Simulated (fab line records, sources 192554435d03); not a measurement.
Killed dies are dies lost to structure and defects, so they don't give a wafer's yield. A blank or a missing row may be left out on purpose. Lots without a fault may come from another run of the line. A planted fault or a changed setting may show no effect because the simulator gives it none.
Chamber matching | flow n5_finfet | N5_BEOL_M7_CURE_74 on uv_cure-02: 3 sister chambers
The step cures SiCOH lowk, time 240 s. 6 wafers are shown with their chamber, then 8 later ones without.

WAFERS WITH THEIR CHAMBER
wafer  | chamber | wafer_temp_C_max | lamp_power_pct (%)
L078.4 | 1       | 386.2            | 52.27
L078.6 | 1       | 386.4            | 52.30
L082.6 | 2       | 386.4            | 52.23
L088.5 | 0       | 387.0            | 52.33
L088.6 | 0       | 386.4            | 52.28
L091.1 | 2       | 386.3            | 52.39

WAFERS WITHOUT THEIR CHAMBER
wafer  | wafer_temp_C_max | lamp_power_pct (%)
L091.3 | 386.4            | 52.35
L091.5 | 386.8            | 52.32
L096.2 | 386.2            | 52.32
L096.3 | 386.2            | 52.30
L096.5 | 386.6            | 52.32
L081.1 | 386.7            | 52.31
L081.4 | 386.7            | 52.29
L081.5 | 386.1            | 52.27

WHICH CHAMBER EACH WENT THROUGH
wafer  | from the rows above          | in truth
L091.3 | can't be placed: 2 or 1 or 0 | 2
L091.5 | can't be placed: 0 or 2 or 1 | 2
L096.2 | can't be placed: 2 or 1 or 0 | 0
L096.3 | can't be placed: 1 or 2 or 0 | 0
L096.5 | can't be placed: 0 or 2 or 1 | 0
L081.1 | can't be placed: 0 or 2 or 1 | 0
L081.4 | can't be placed: 0 or 2 or 1 | 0
L081.5 | can't be placed: 1 or 2 or 0 | 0
Placed correctly: 0 of 8. Can't be placed from these rows: 8 (the true chamber is among the candidates in 8). Placed wrongly: 0.
How it was worked out, from the rows above alone: a wafer's distance from a chamber is the root of the sum, over the readings, of the square of ((its reading less the chamber's mean) divided by the reading's scatter). The wafer belongs to the nearest chamber; if the next one is less than 2 further off, it can't be placed. A chamber's mean is the mean of its shown wafers. The scatter: the root of (the sum of the squares of (reading less its chamber's mean) over the shown wafers, divided by (wafers less chambers)).
